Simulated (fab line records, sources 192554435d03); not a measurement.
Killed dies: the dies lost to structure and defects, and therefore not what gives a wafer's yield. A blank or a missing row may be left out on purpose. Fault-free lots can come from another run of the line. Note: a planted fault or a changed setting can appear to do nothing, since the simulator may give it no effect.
What tool caused it? -- flow n5Finfet -- 24 lots, 72 wafers sampled, at 5 steps of a route of 1938

WHAT THE GAUGES SHOWED, per wafer
N5_BEOL_M2_OCD_MEAS_38.
lot,measured,on,trenchDepthNm (nm)
L074,day 7 00:34,ocd-02,55.6 55.1 54.8
L075,day 7 22:03,ocd-02,53.8 55.2 54.0
L076,day 7 22:14,ocd-02,56.4 54.1 55.6
L078,day 8 01:08,ocd-01,55.1 54.1 53.4
L079,day 8 01:07,ocd-02,55.9 54.7 57.8
L077,day 8 05:31,ocd-01,55.6 55.5 54.1
L081,day 8 09:43,ocd-02,54.3 55.6 56.0
L080,day 8 09:50,ocd-02,52.5 55.1 53.7
L082,day 9 05:01,ocd-02,56.1 55.0 54.4
L083,day 9 01:16,ocd-02,53.2 55.6 52.7
L084,day 9 20:01,ocd-01,54.2 56.9 53.8
L085,day 10 09:22,ocd-02,54.4 55.8 56.2
L086,day 10 07:56,ocd-02,54.0 54.6 57.0
L087,day 10 22:02,ocd-02,52.8 55.3 55.4
L088,day 11 01:18,ocd-02,57.0 53.5 53.7
L090,day 11 06:53,ocd-01,54.1 56.2 56.0
L089,day 11 07:20,ocd-01,54.8 54.1 54.9
L091,day 11 10:48,ocd-02,56.1 54.7 55.7
L092,day 11 18:19,ocd-01,54.3 57.5 55.2
L093,day 11 20:07,ocd-02,54.6 52.6 54.6
L094,day 12 02:17,ocd-02,54.5 54.9 54.7
L095,day 12 10:52,ocd-02,53.9 56.8 54.1
L096,day 12 22:12,ocd-02,54.9 55.1 55.2
L097,day 13 01:19,ocd-02,54.4 53.4 55.0

N5_BEOL_M2_RS_MEAS_58: measures by four-point-probe.
lot,measured,on,M2_RS (ohm/sq)
L074,day 7 07:15,filmMetro-01,0.66 0.68 0.71
L075,day 8 01:56,filmMetro-02,0.71 0.63 0.70
L076,day 8 03:54,filmMetro-01,0.63 0.72 0.62
L078,day 8 06:08,filmMetro-01,0.69 0.62 0.72
L079,day 8 05:56,filmMetro-02,0.66 0.65 0.62
L077,day 8 09:45,filmMetro-02,0.65 0.64 0.67
L081,day 8 13:31,filmMetro-02,0.69 0.66 0.67
L080,day 8 15:13,filmMetro-02,0.78 0.67 0.66
L082,day 9 09:38,filmMetro-02,0.66 0.74 0.75
L083,day 9 06:35,filmMetro-02,0.81 0.69 0.74
L084,day 10 00:37,filmMetro-02,0.72 0.68 0.70
L085,day 10 15:14,filmMetro-01,0.75 0.69 0.67
L086,day 10 12:35,filmMetro-02,0.73 0.65 0.63
L087,day 11 02:16,filmMetro-02,0.70 0.72 0.66
L088,day 11 05:38,filmMetro-02,0.63 0.72 0.80
L090,day 11 10:48,filmMetro-01,0.71 0.67 0.66
L089,day 11 11:43,filmMetro-01,0.76 0.71 0.70
L091,day 11 15:41,filmMetro-02,0.67 0.66 0.62
L092,day 11 23:20,filmMetro-02,0.68 0.61 0.69
L093,day 12 00:36,filmMetro-02,0.64 0.74 0.67
L094,day 12 06:29,filmMetro-01,0.69 0.71 0.68
L095,day 12 15:18,filmMetro-02,0.75 0.69 0.69
L096,day 13 02:01,filmMetro-01,0.66 0.70 0.69
L097,day 13 05:38,filmMetro-02,0.66 0.75 0.72

TOOL THAT RAN EACH LOT (tool first, then ch and the chambers of the sampled wafers, then the start)
lot,N5_BEOL_M2_ALD_98,N5_BEOL_M2_PRE_CLEAN_45,N5_BEOL_M2_CMP_52
L074,"aldSin-02 ch 0,1, day 6 16:59","pvdSputter-01, day 7 01:08","cmp-03 ch 1,2, day 7 06:41"
L075,"aldSin-02 ch 0,1,3, day 7 01:42","pvdSputter-02, day 7 22:25","cmp-01 ch 0,1,3, day 8 01:30"
L076,"aldSin-02 ch 0,1, day 7 07:50","pvdSputter-03, day 7 22:31","cmp-01 ch 0,2,3, day 8 03:27"
L078,"aldSin-01 ch 1,2, day 7 21:00","pvdSputter-01, day 8 01:56","cmp-02 ch 1,2,3, day 8 05:35"
L079,"aldSin-04 ch 1,2,3, day 7 23:12","pvdSputter-01, day 8 01:49","cmp-01 ch 0,2,3, day 8 05:25"
L077,"aldSin-04 ch 0,2, day 8 03:51","pvdSputter-01, day 8 06:02","cmp-01 ch 0,1,2, day 8 09:14"
L081,"aldSin-01 ch 0,3, day 8 06:46","pvdSputter-03, day 8 10:06","cmp-03 ch 1,2, day 8 12:58"
L080,"aldSin-02 ch 0,1,3, day 8 06:46","pvdSputter-03, day 8 10:11","cmp-02 ch 0,2,3, day 8 14:28"
L082,"aldSin-04 ch 0,2,3, day 8 22:49","pvdSputter-03, day 9 05:42","cmp-03 ch 0,1, day 9 09:07"
L083,"aldSin-04 ch 0,2,3, day 8 22:55","pvdSputter-02, day 9 01:50","cmp-03 ch 0,1,2, day 9 06:03"
L084,"aldSin-04 ch 2,3, day 9 12:54","pvdSputter-01, day 9 20:22","cmp-03 ch 0,1, day 10 00:02"
L085,"aldSin-04 ch 0,3, day 9 22:09","pvdSputter-01, day 10 11:36","cmp-03 ch 1,2,3, day 10 14:38"
L086,"aldSin-04 ch 0,1,2, day 9 22:23","pvdSputter-03, day 10 08:52","cmp-01 ch 1,2,3, day 10 12:01"
L087,"aldSin-01 ch 0,2,3, day 10 21:02","pvdSputter-03, day 10 22:44","cmp-01 ch 1,2,3, day 11 01:41"
L088,"aldSin-04 ch 1,2,3, day 10 23:27","pvdSputter-01, day 11 01:53","cmp-02 ch 0,2,3, day 11 05:03"
L090,"aldSin-04 ch 0,1,3, day 11 00:52","pvdSputter-03, day 11 07:16","cmp-02 ch 0,1, day 11 10:17"
L089,"aldSin-04 ch 1,3, day 11 00:58","pvdSputter-03, day 11 07:55","cmp-01 ch 2,3, day 11 11:09"
L091,"aldSin-01 ch 0,2,3, day 11 03:39","pvdSputter-01, day 11 11:50","cmp-02 ch 1,2,3, day 11 15:05"
L092,"aldSin-04 ch 2,3, day 11 13:24","pvdSputter-01, day 11 19:31","cmp-03 ch 1,2,3, day 11 22:49"
L093,"aldSin-01 ch 0,1, day 11 13:59","pvdSputter-02, day 11 20:42","cmp-01 ch 1,2, day 12 00:05"
L094,"aldSin-04 ch 0,3, day 11 21:34","pvdSputter-03, day 12 02:55","cmp-01 ch 1,2,3, day 12 05:51"
L095,"aldSin-02 ch 0,1,2, day 12 09:42","pvdSputter-01, day 12 11:21","cmp-03 ch 0,1,2, day 12 14:34"
L096,"aldSin-02 ch 0,3, day 12 20:03","pvdSputter-01, day 12 22:36","cmp-02 ch 1,2,3, day 13 01:31"
L097,"aldSin-01 ch 1,2, day 12 22:46","pvdSputter-01, day 13 01:58","cmp-02 ch 2,3, day 13 05:04"
- N5_BEOL_M2_ALD_98: deposits SiO2, target thk 2.5 nm, pulse time 1 s, co reactant pulse time 1 s.
- N5_BEOL_M2_PRE_CLEAN_45: time 30 s.
- N5_BEOL_M2_CMP_52: polishes, stops on SiOC, t overpolish 6.8 s, target thk 40 nm.

AS READ BY THE TOOLS THEMSELVES (means over the sampled wafers that have a number; for cases with no such wafer, the mark the record gives instead)
N5_BEOL_M2_ALD_98.
lot,tool,heaterPowerOuterW (W),heaterPowerW (W),precursorPulseHeightRel
L074,aldSin-02,40,75,0.997
L075,aldSin-02,42,78,1.004
L076,aldSin-02,39,74,1.008
L078,aldSin-01,40,79,1.003
L079,aldSin-04,35,71,0.987
L077,aldSin-04,34,66,0.994
L081,aldSin-01,39,75,0.975
L080,aldSin-02,42,78,1.004
L082,aldSin-04,33,67,0.998
L083,aldSin-04,33,68,1.019
L084,aldSin-04,34,69,1.002
L085,aldSin-04,32,64,1.000
L086,aldSin-04,36,72,0.988
L087,aldSin-01,39,76,0.994
L088,aldSin-04,35,71,1.008
L090,aldSin-04,34,68,0.997
L089,aldSin-04,33,68,0.985
L091,aldSin-01,40,76,0.990
L092,aldSin-04,34,69,1.000
L093,aldSin-01,39,74,0.996
L094,aldSin-04,31,63,0.995
L095,aldSin-02,40,77,1.015
L096,aldSin-02,45,84,0.999
L097,aldSin-01,39,77,1.006

N5_BEOL_M2_PRE_CLEAN_45.
lot,tool,heaterPowerW (W)
L074,pvdSputter-01,356
L075,pvdSputter-02,318
L076,pvdSputter-03,318
L078,pvdSputter-01,330
L079,pvdSputter-01,310
L077,pvdSputter-01,362
L081,pvdSputter-03,321
L080,pvdSputter-03,318
L082,pvdSputter-03,327
L083,pvdSputter-02,335
L084,pvdSputter-01,332
L085,pvdSputter-01,331
L086,pvdSputter-03,324
L087,pvdSputter-03,330
L088,pvdSputter-01,367
L090,pvdSputter-03,328
L089,pvdSputter-03,320
L091,pvdSputter-01,351
L092,pvdSputter-01,324
L093,pvdSputter-02,311
L094,pvdSputter-03,319
L095,pvdSputter-01,351
L096,pvdSputter-01,367
L097,pvdSputter-01,364

N5_BEOL_M2_CMP_52.
lot,tool,barrierFieldEndpointS (s),motorCurrentA (A),overpolishRunS (s),timeToEndpointS (s)
L074,cmp-03,24.5,6.6,6.807,59
L075,cmp-01,25.2,6.3,6.789,64
L076,cmp-01,25.4,6.0,6.796,66
L078,cmp-02,24.5,5.5,6.797,61
L079,cmp-01,25.7,6.1,6.806,66
L077,cmp-01,24.7,6.3,6.787,64
L081,cmp-03,24.9,6.5,6.800,63
L080,cmp-02,24.2,5.6,6.806,64
L082,cmp-03,23.7,6.2,6.802,58
L083,cmp-03,24.1,6.2,6.797,56
L084,cmp-03,24.6,6.5,6.800,61
L085,cmp-03,24.9,6.3,6.797,61
L086,cmp-01,25.0,5.8,6.792,64
L087,cmp-01,24.4,5.9,6.796,65
L088,cmp-02,24.7,5.5,6.791,61
L090,cmp-02,24.4,5.8,6.807,61
L089,cmp-01,24.4,6.0,6.799,61
L091,cmp-02,23.8,5.3,6.791,60
L092,cmp-03,24.8,6.3,6.796,62
L093,cmp-01,25.2,6.0,6.800,63
L094,cmp-01,24.8,5.8,6.794,62
L095,cmp-03,23.4,6.1,6.808,56
L096,cmp-02,24.4,5.4,6.805,63
L097,cmp-02,25.0,5.3,6.800,63

THE ANSWER, worked out from the rows above alone
Rule: usual is defined by the lots themselves. The widest of any qualifying gaps counts: lots, ordered by their means at a reading, are off when they make up no more than a third of the lots, leave a main group of 4 or more, and stand apart from it by 3 or more times the standard deviation of that group's means. A main group is skipped when, at the precision printed for the reading in the tables above, its means are all equal. Also off: a lot with no number at a reading for which 4 or more lots have one. Any other lot the step has rows for is counted as sound. The gauges are gone through in route order, then the tools' own readings, and for those a lot's mean is taken as printed above. At the first step where some lot is off, the reading lying furthest off is the one used; lots without a number count as furthest.
No lot is off on any of the readings shown, so nothing can be concluded from this.

WHAT WAS PUT IN BY THE SIMULATOR
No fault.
